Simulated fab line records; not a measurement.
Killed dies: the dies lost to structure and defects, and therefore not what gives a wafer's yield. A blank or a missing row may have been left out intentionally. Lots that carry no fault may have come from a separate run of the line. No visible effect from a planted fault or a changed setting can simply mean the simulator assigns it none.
fab line records | flow n5_finfet | part 2 of 2: steps 22 to 28 of 28
record lots=5 | wafers=15 | last_day=18
route steps=1938 shown BEOL_M7@1331 BEOL_M8@1332
lots that met no fault: taken from a fault-free run of the same line
start_h: hours from the record's first day to the start of the lot's first wafer shown | wait_h: how many hours have passed since the lot's step before this one | " repeats the value in the row above | L1.1+2: several wafers, shown together as one row | - no value, or no start was given | * or withheld: withheld | < > ~ a bound
route shown NAME@n: a module of which the file shows steps, and the number in the route of the first | usual: mean and standard deviation over wafers with no fault | same: alike in all rows | chamber/n: place in a boat | sites: readings site by site | _std_site: the standard deviation of these | _edge_site: outer sites' mean less inner sites' | radius_mm: how far each site lies from the wafer's centre | mask NAME#n: copy n | behind: the tool/chamber that last shaped the wafer | hold: what put the lot on hold/how long, in hours/how the hold closed | device: which transistor (n, p or np) failed to switch | end of line: tests run on the same wafers once the route is complete | a step with no rows: only its recipe | killed: at the first sort, the dies lost to defects and structure; wafer yield is something else | map: shows each die of a wafer: x if killed, . if not, _ if none is there
set.NAME: the setting that was run; set.NAME@STEP: the one run at that earlier step | model.NAME: the simulator's own value behind a step, which no gauge read
a table for each step, a row for each wafer; lots at some steps of the route
services: a tool's chamber out of use, with start hour (start_h, from the record's first day; less than 0 if before it), hours out, and reason
## steps
# step N5_BEOL_M8_STRIP_67
# recipe chemistry=CF4 | resist=SiARC | power_w=300 | bias_power_w=75 | pressure_mtorr=50 | cf4_flow_sccm=150 | rf_frequency_hz=6e+07
# usual cf4_flow_sccm=150.0/0.43 | drypump_motor_current_A=5.7/0.37 | oes_product_au=0.81/0.072 | rf_vpp_V=271.9/1.2 | showerhead_plenum_p_Torr=1.83/0.037 | throttle_valve_pct=13.38/0.29
lot.wafer | tool        | chamber | start_h | wait_h | cf4_flow_sccm | drypump_motor_current_A | oes_product_au | rf_hours_counter_h | rf_vpp_V | showerhead_plenum_p_Torr | throttle_valve_pct
L075.1    | rie_diel-04 | 0       | 228.32  | 0.0    | 149.9         | 6.1                     | 0.91           | 42                 | 272.9    | 1.83                     | 13.11
L075.3    | "           | 1       | "       | "      | 150.1         | 6.2                     | 0.72           | 214                | 272.8    | 1.83                     | 13.97
L075.6    | "           | 2       | "       | "      | 150.2         | 5.9                     | 0.71           | -                  | 269.2    | 1.77                     | 13.69
L080.3    | rie_diel-01 | 3       | 273.83  | 0.0    | 150.2         | 5.2                     | 0.84           | 61                 | 270.0    | 1.82                     | 13.34
L080.5    | "           | 3       | "       | "      | 150.4         | 5.2                     | 0.85           | -                  | 271.7    | 1.82                     | 13.33
L080.6    | "           | 0       | "       | "      | 150.7         | 5.9                     | 0.84           | -                  | 273.0    | 1.88                     | 13.07
L083.2    | rie_diel-04 | 3       | 308.91  | 0.0    | 150.0         | 5.5                     | 0.83           | 53                 | 271.2    | 1.83                     | 13.21
L083.4    | "           | 2       | "       | "      | 149.5         | 6.0                     | 0.70           | 243                | 269.4    | 1.76                     | 13.75
L083.6    | "           | 0       | "       | "      | 150.2         | 6.1                     | 0.86           | -                  | 272.4    | 1.83                     | 13.18
L088.2    | rie_diel-06 | 1       | 335.44  | 0.0    | 150.0         | 5.5                     | 0.77           | 134                | 272.3    | 1.78                     | 13.69
L088.4    | "           | 0       | "       | "      | 149.7         | 5.2                     | 0.85           | 58                 | 271.7    | 1.83                     | 13.13
L088.5    | "           | 0       | "       | "      | 149.6         | 5.2                     | 0.85           | -                  | 270.8    | 1.84                     | 13.13
L092.1    | rie_diel-06 | 1       | 344.41  | 0.0    | 150.2         | 5.6                     | 0.77           | 138                | 270.1    | 1.78                     | 13.71
L092.2    | "           | 2       | "       | "      | 150.0         | 5.6                     | 0.86           | 48                 | 272.1    | 1.81                     | 13.10
L092.6    | "           | 3       | "       | "      | 149.5         | 4.9                     | 0.91           | -                  | 272.0    | 1.92                     | 13.24
# step N5_BEOL_M8_HM_OPEN_17
# recipe chemistry=Cl2/BCl3 | target_depth_a=200 | overetch_a=60 | target=TiN | mask_material=SOC | ion_energy_ev=150 | pressure_mtorr=10 | icp_w=1000 | bias_w=126 | Cl2_flow_sccm=53.25 | bcl3_flow_sccm=21.75 | Ar_flow_sccm=25
# usual drypump_motor_current_A=5.7/0.57 | oes_product_au=0.67/0.052 | throttle_valve_pct=22.07/0.17
lot.wafer | tool         | chamber | start_h | wait_h | drypump_motor_current_A | oes_product_au | rf_hours_counter_h | throttle_valve_pct
L075.1    | rie_metal-01 | 0       | 228.36  | 0.0    | 5.5                     | 0.65           | 41                 | 22.13
L075.3    | "            | 0       | "       | "      | 5.5                     | 0.65           | -                  | 22.11
L075.6    | "            | 0       | "       | "      | 5.6                     | 0.65           | -                  | 22.11
L080.3    | rie_metal-02 | 0       | 273.93  | 0.1    | 6.6                     | 0.76           | -                  | 21.94
L080.5    | "            | 0       | "       | "      | 6.6                     | 0.76           | -                  | 21.94
L080.6    | "            | 1       | "       | "      | 5.5                     | 0.59           | -                  | 22.46
L083.2    | rie_metal-02 | 0       | 308.98  | 0.1    | 6.5                     | 0.75           | -                  | 21.95
L083.4    | "            | 0       | "       | "      | 6.5                     | 0.75           | -                  | 21.97
L083.6    | "            | 0       | "       | "      | 6.6                     | 0.75           | -                  | 21.96
L088.2    | rie_metal-03 | 0       | 335.48  | 0.0    | 5.7                     | 0.74           | 22                 | 21.89
L088.4    | "            | 1       | "       | "      | 6.7                     | 0.67           | -                  | 22.01
L088.5    | "            | 0       | "       | "      | 5.7                     | 0.75           | -                  | 21.88
L092.1    | rie_metal-02 | 0       | 344.45  | 0.0    | 6.5                     | 0.74           | 19                 | 21.93
L092.2    | "            | 1       | "       | "      | 5.5                     | 0.58           | 81                 | 22.48
L092.6    | "            | 0       | "       | "      | 6.6                     | 0.74           | -                  | 21.94
# step N5_BEOL_M8_STRIP_19
# recipe chemistry=O2 | power_w=400 | temp_c=40 | pressure_mtorr=30 | rf_frequency_hz=6e+07 | bias_power_w=0 | overash_fraction=0.2 | o2_flow_sccm=225
# usual drypump_motor_current_A=5.7/0.38 | o2_flow_sccm=224.9/0.66 | oes_product_au=0.82/0.087 | rf_vpp_V=3.6/0.65 | showerhead_plenum_p_Torr=2.15/0.049 | throttle_valve_pct=16.5/0.31
# same overash_fraction=0.2
lot.wafer | tool        | chamber | start_h | wait_h | drypump_motor_current_A | o2_flow_sccm | oes_product_au | rf_hours_counter_h | rf_vpp_V | showerhead_plenum_p_Torr | throttle_valve_pct
L075.1    | rie_diel-06 | 0       | 228.53  | 0.1    | 5.2                     | 225.2        | 0.93           | 19                 | 3.7      | 2.15                     | 16.1
L075.3    | "           | 2       | "       | "      | 5.6                     | 225.2        | 0.94           | 6                  | 4.2      | 2.15                     | 16.2
L075.6    | "           | 0       | "       | "      | 5.2                     | 225.5        | 0.93           | -                  | 3.8      | 2.15                     | 16.1
L080.3    | rie_diel-04 | 0       | 274.02  | 0.1    | 6.1                     | 225.1        | 0.89           | 57                 | 3.1      | 2.15                     | 16.3
L080.5    | "           | 2       | "       | "      | 5.9                     | 225.5        | 0.70           | -                  | 2.9      | 2.08                     | 16.9
L080.6    | "           | 3       | "       | "      | 5.5                     | 225.5        | 0.85           | -                  | 2.7      | 2.16                     | 16.3
L083.2    | rie_diel-04 | 3       | 309.22  | 0.2    | 5.5                     | 225.9        | 0.84           | 53                 | 3.7      | 2.15                     | 16.4
L083.4    | "           | 0       | "       | "      | 6.1                     | 223.7        | 0.87           | 67                 | 3.5      | 2.15                     | 16.3
L083.6    | "           | 0       | "       | "      | 6.1                     | 224.3        | 0.88           | -                  | 3.6      | 2.15                     | 16.3
L088.2    | rie_diel-04 | 0       | 335.60  | 0.1    | 6.1                     | 225.6        | 0.87           | 75                 | 3.0      | 2.14                     | 16.3
L088.4    | "           | 3       | "       | "      | 5.5                     | 225.0        | 0.82           | -                  | 3.7      | 2.15                     | 16.4
L088.5    | "           | 1       | "       | "      | 6.2                     | 224.0        | 0.68           | -                  | 3.4      | 2.17                     | 17.2
L092.1    | rie_diel-01 | 2       | 344.64  | 0.2    | 5.9                     | 225.2        | 0.75           | 122                | 3.6      | 2.19                     | 16.5
L092.2    | "           | 1       | "       | "      | 5.3                     | 223.8        | 1.00           | 2                  | 4.2      | 2.14                     | 16.4
L092.6    | "           | 1       | "       | "      | 5.3                     | 224.7        | 1.00           | -                  | 3.6      | 2.14                     | 16.4
# step N5_BEOL_M8_CD_MEAS_18
# recipe pitch_nm=80 | target_cd_nm=40
# usual cd_nm=39.7/0.59
lot.wafer | tool      | chamber | start_h | wait_h | cd_nm
L075.1    | cd_sem-03 | -       | 228.60  | 0.0    | 39.1
L075.3    | "         | -       | "       | "      | 40.4
L075.6    | "         | -       | "       | "      | 39.1
L080.3    | cd_sem-03 | -       | 274.09  | 0.1    | 40.1
L080.5    | "         | -       | "       | "      | 39.7
L080.6    | "         | -       | "       | "      | 39.4
L083.2    | cd_sem-03 | -       | 309.30  | 0.1    | 39.9
L083.4    | "         | -       | "       | "      | 40.7
L083.6    | "         | -       | "       | "      | 39.7
L088.2    | cd_sem-03 | -       | 335.67  | 0.1    | 39.6
L088.4    | "         | -       | "       | "      | 40.1
L088.5    | "         | -       | "       | "      | 39.3
L092.1    | cd_sem-02 | -       | 344.71  | 0.0    | 39.1
L092.2    | "         | -       | "       | "      | 40.0
L092.6    | "         | -       | "       | "      | 39.2
# step N5_BEOL_M8_COAT_63
# recipe resist=SOC | temp_c=250 | time_s=60 | spin_rpm=1500 | resist_thk_nm=60
# usual chill_plate_temp_C=22.99/0.099 | dispense_pressure_kPa=50/3.2
lot.wafer | tool           | chamber | start_h | wait_h | chill_plate_temp_C | dispense_pressure_kPa
L075.1    | litho_track-03 | 0       | 228.95  | 0.3    | 22.90              | 54
L075.3    | "              | 0       | "       | "      | 22.99              | 54
L075.6    | "              | 0       | "       | "      | 22.99              | 54
L080.3    | litho_track-05 | 0       | 275.25  | 1.2    | 22.99              | 51
L080.5    | "              | 0       | "       | "      | 22.95              | 51
L080.6    | "              | 0       | "       | "      | 22.96              | 51
L083.2    | litho_track-02 | 0       | 309.36  | 0.1    | 23.06              | 47
L083.4    | "              | 0       | "       | "      | 23.11              | 47
L083.6    | "              | 0       | "       | "      | 23.15              | 47
L088.2    | litho_track-02 | 0       | 337.61  | 1.9    | 23.02              | 47
L088.4    | "              | 0       | "       | "      | 23.00              | 47
L088.5    | "              | 0       | "       | "      | 23.01              | 47
L092.1    | litho_track-03 | 0       | 345.38  | 0.7    | 22.96              | 54
L092.2    | "              | 0       | "       | "      | 22.97              | 54
L092.6    | "              | 0       | "       | "      | 22.91              | 54
# step N5_BEOL_M8_COAT_64
# recipe resist=SiARC | temp_c=220 | time_s=60 | spin_rpm=1500 | resist_thk_nm=12
# usual chill_plate_temp_C=22.98/0.1 | dispense_pressure_kPa=50/3.2
lot.wafer | tool           | chamber | start_h | wait_h | chill_plate_temp_C | dispense_pressure_kPa
L075.1    | litho_track-03 | 0       | -       | -      | 22.81              | 54
L075.3    | "              | 0       | "       | "      | 22.99              | 54
L075.6    | "              | 0       | "       | "      | 22.93              | 54
L080.3    | litho_track-05 | 0       | -       | -      | 23.05              | 51
L080.5    | "              | 0       | "       | "      | 22.94              | 51
L080.6    | "              | 0       | "       | "      | 22.94              | 51
L083.2    | litho_track-02 | 0       | -       | -      | 23.11              | 47
L083.4    | "              | 0       | "       | "      | 23.11              | 47
L083.6    | "              | 0       | "       | "      | 23.11              | 47
L088.2    | litho_track-02 | 0       | -       | -      | 23.02              | 47
L088.4    | "              | 0       | "       | "      | 23.02              | 47
L088.5    | "              | 0       | "       | "      | 22.91              | 47
L092.1    | litho_track-03 | 0       | -       | -      | 22.94              | 54
L092.2    | "              | 0       | "       | "      | 22.89              | 54
L092.6    | "              | 0       | "       | "      | 22.90              | 54
# step N5_BEOL_M8_COAT_71
# recipe resist=underlayer | temp_c=205 | time_s=60 | spin_rpm=1500 | resist_thk_nm=5
# usual chill_plate_temp_C=23.01/0.1 | dispense_pressure_kPa=50/3.2
lot.wafer | tool           | chamber | start_h | wait_h | chill_plate_temp_C | dispense_pressure_kPa
L075.1    | litho_track-03 | 0       | -       | -      | 23.18              | 54
L075.3    | "              | 0       | "       | "      | 23.07              | 54
L075.6    | "              | 0       | "       | "      | 23.06              | 54
L080.3    | litho_track-05 | 0       | -       | -      | 23.02              | 51
L080.5    | "              | 0       | "       | "      | 22.87              | 51
L080.6    | "              | 0       | "       | "      | 23.07              | 51
L083.2    | litho_track-02 | 0       | -       | -      | 23.09              | 47
L083.4    | "              | 0       | "       | "      | 23.31              | 47
L083.6    | "              | 0       | "       | "      | 23.15              | 47
L088.2    | litho_track-02 | 0       | -       | -      | 22.98              | 47
L088.4    | "              | 0       | "       | "      | 23.12              | 47
L088.5    | "              | 0       | "       | "      | 23.03              | 47
L092.1    | litho_track-03 | 0       | -       | -      | 22.86              | 54
L092.2    | "              | 0       | "       | "      | 23.00              | 54
L092.6    | "              | 0       | "       | "      | 22.91              | 54
## services
tool            | chamber | start_h | hours | kind
rie_diel-01     | -       | 202.64  | 0.5   | repair
pecvd-01        | -       | 203.81  | 0.8   | pm
arfi_scanner-02 | -       | 208.87  | 1.0   | pm
uv_cure-02      | -       | 210.23  | 3.4   | pm
arfi_scanner-02 | -       | 212.55  | 1.3   | pm
pecvd-01        | -       | 218.69  | 0.9   | repair
arfi_scanner-01 | -       | 225.66  | 1.3   | pm
arfi_scanner-02 | -       | 231.36  | 1.6   | repair
arfi_scanner-01 | -       | 233.40  | 0.4   | repair
arfi_scanner-01 | -       | 244.91  | 2.1   | repair
arfi_scanner-01 | -       | 247.04  | 4.9   | pm
uv_cure-02      | -       | 250.78  | 4.0   | repair
rie_diel-01     | -       | 252.18  | 2.8   | pm
arfi_scanner-02 | -       | 254.95  | 1.0   | pm
rie_metal-02    | -       | 259.01  | 1.1   | repair
rie_metal-02    | 1       | 266.96  | 4.9   | repair
rie_metal-02    | 0       | 284.47  | 3.0   | repair
pecvd-04        | -       | 288.42  | 33.3  | repair
rie_metal-02    | 1       | 307.00  | 6.2   | repair
pecvd-04        | -       | 328.99  | 0.3   | repair
rie_diel-04     | 1       | 338.83  | 3.5   | repair
pecvd-04        | 0       | 344.54  | 23.9  | repair
uv_cure-02      | -       | 344.70  | 7.5   | pm
pecvd-03        | 2       | 344.90  | 2.2   | repair
